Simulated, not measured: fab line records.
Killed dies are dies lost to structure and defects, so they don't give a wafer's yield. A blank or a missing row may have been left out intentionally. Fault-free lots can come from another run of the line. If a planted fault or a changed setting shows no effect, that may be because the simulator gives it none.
What tool caused it? | flow nand-harc | 36 wafers sampled from 12 lots at 1 step of a route of 1302

WHAT EACH GAUGE READ, for each wafer
NHARC_A_SLIT_CD_MEAS_21. Usual: cd-nm 289.7 nm, standard deviation 0.74.
lot  | measured     | on        | cd-nm (nm)        | flag
L548 | day 20 06:01 | cd-sem-02 | 289.1 290.1 289.7 |
L549 | day 20 13:44 | cd-sem-03 | 288.9 290.0 289.2 |
L550 | day 21 07:47 | cd-sem-01 | 289.2 288.6 288.8 |
L551 | day 21 07:56 | cd-sem-01 | 289.1 289.9 289.3 |
L557 | day 24 02:15 | cd-sem-01 | 289.6 289.7 289.4 |
L558 | day 24 12:58 | cd-sem-01 | 289.5 289.1 289.8 |
L563 | day 26 09:58 | cd-sem-01 | 290.2 290.3 290.3 |
L565 | day 26 16:22 | cd-sem-02 | 291.2 290.3 290.5 |
L568 | day 28 02:56 | cd-sem-02 | 289.4 289.6 289.1 |
L567 | day 28 06:16 | cd-sem-01 | 290.3 290.6 289.9 |
L569 | day 28 23:47 | cd-sem-03 | 290.0 291.2 290.1 |
L571 | day 29 10:13 | cd-sem-02 | 288.7 289.5 288.7 |

TOOL THAT RAN EACH LOT (tool first, then ch and the chambers of the sampled wafers, then the start)
No process step before these readings appears in the record.

WHAT THE TOOLS THEMSELVES READ (means of the sampled wafers that have a number; where no wafer has one, the mark that the record gives instead)
The record holds no such reading with a usual standard deviation.

THE ANSWER, worked out from the rows above alone
Rule: take the mean of a lot's wafers that have a number; if it is more than 3 standard deviations from the usual mean, the lot is off. A lot without any number at a reading at which 4 lots or more have one is off too. All remaining lots with rows at the step are treated as sound. Order of review: gauges by route order, followed by the tools' own readings, for which a lot's mean as printed above is used. The first step at which some lot is off is used, and at that step the reading that is off furthest; a lot without a number counts as furthest.
None of the lots is off at any reading shown; this tells nothing.

WHAT THE SIMULATOR PUT IN
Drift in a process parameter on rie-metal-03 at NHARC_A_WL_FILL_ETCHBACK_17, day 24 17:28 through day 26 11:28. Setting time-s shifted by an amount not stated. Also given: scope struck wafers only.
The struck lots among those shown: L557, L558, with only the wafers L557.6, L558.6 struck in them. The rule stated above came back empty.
